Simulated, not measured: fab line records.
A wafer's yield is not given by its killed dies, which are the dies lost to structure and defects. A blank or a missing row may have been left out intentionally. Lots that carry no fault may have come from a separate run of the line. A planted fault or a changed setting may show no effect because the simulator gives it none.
A struck lot beside a sound one | flow n5 finfet | 13 out of 1938 route steps
Sound: these wafers, L489.2, L489.5, L489.6. Struck: wafer L471.4. (L471.1, L471.6 of the same lot were not struck and are left out.) The cause comes at the end.
Per side, at each step with rows, come the tool, then ch with its chambers, and then its first start. Under that, the readings that differ: sound wafers | struck wafers | difference of the means | sigmas: that difference in standard deviations of wafers without a fault.
alike: readings whose means differ by less than 2 such deviations, and words and numbers that are the same on both sides. not compared: withheld readings, readings that some wafer has no value for, bounds like >300 that may hide the same value, and numbers for which the record gives no deviation and whose values overlap.
A row with sigmas, a row that says differs or no value, or rows on one side alone: a step with any of these is where the two part. Numbers that don't overlap but have no deviation are shown without sigmas and don't part them. A reading missing from all wafers of one side parts the sides only when that side holds two or more wafers.

first, 9 steps without rows for these wafers: N5_BEOL_M1_DEVELOP_27 (develop time 30 s); N5_BEOL_M1_DESCUM_33 (chemistry O2, time 7 s); N5_BEOL_M1_ETCH_77 (etches underlayer in N2/H2, target depth 6.5 nm, time 5.2 s); N5_BEOL_M1_ETCH_69 (etches SiARC in CF4, target depth 15.6 nm, time 26 s); N5_BEOL_M1_ALD_98 (deposits SiO2, target thk 2.5 nm, pulse time 1 s, co reactant pulse time 1 s); N5_BEOL_M1_ETCHBACK_99 (etches SiO2 in CHF3, target depth 5 nm, time 10.4 s); N5_BEOL_M1_ETCH_70 (etches SOC in N2/H2, target depth 80 nm, overetch 16 nm, time 120 s); N5_BEOL_M1_STRIP_71 (strips in N2/H2); N5_BEOL_M1_STRIP_78 (strips in N2/H2).
N5_BEOL_M1_VIA_ETCH_34: etches the open film in C4F6/O2, target depth 67.8 nm, time 64.4 s.
  sound on rie diel-01 ch 0,1, day 11 23:15; struck on rie diel-02 ch 2, day 7 22:14
  reading                                  | sound            | struck | difference | sigmas
  run length s (s)                         | 86.7 87.0 87.5   | 91.4   | +4.3       | +11
  model.etch.depth nm (nm)                 | 68.24 68.2 67.29 | 71.15  | +3.24      |
  model.SOC_of_BEOL_M1_COAT_67.thk nm (nm) | 52 52 52         | 51.4   | -0.6       |
  alike: drypump motor current A, oes_o_777_au, oes product au, rf fwd power W, rf vpp V, showerhead plenum p Torr, throttle valve pct
  not compared: rf hours counter h
then, 1 step without rows for these wafers: N5_BEOL_M1_STRIP_83 (strips in C4F6/O2).
-- record jumps: 3 days separate the struck wafers' starts on either side; left off in module BEOL_M1, taken up again in module BEOL_M4, whose first shown step is the route's number 1111 --
N5_BEOL_M4_RC_MEAS_101:
  sound on prober-01 ch 0, day 15 05:15; struck on prober-02 ch 0, day 10 20:44
  alike: DIBL_N, DIBL_P, IOFF_N, IOFF_P, ION_N, ION_P, SS_N, SS_P, VT_N, VT_P
then, 1 step without rows for these wafers: N5_PASSIVATION_PROBE_49.

## WHERE THEY PART
Only at N5_BEOL_M1_VIA_ETCH_34, as far as this record shows. Later steps at which nothing parts them and some readings are alike: N5_BEOL_M4_RC_MEAS_101.

WHY: whatever the simulator had introduced
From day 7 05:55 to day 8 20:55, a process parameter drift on rie diel-02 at N5_BEOL_M1_VIA_ETCH_34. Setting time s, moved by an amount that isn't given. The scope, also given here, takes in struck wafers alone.
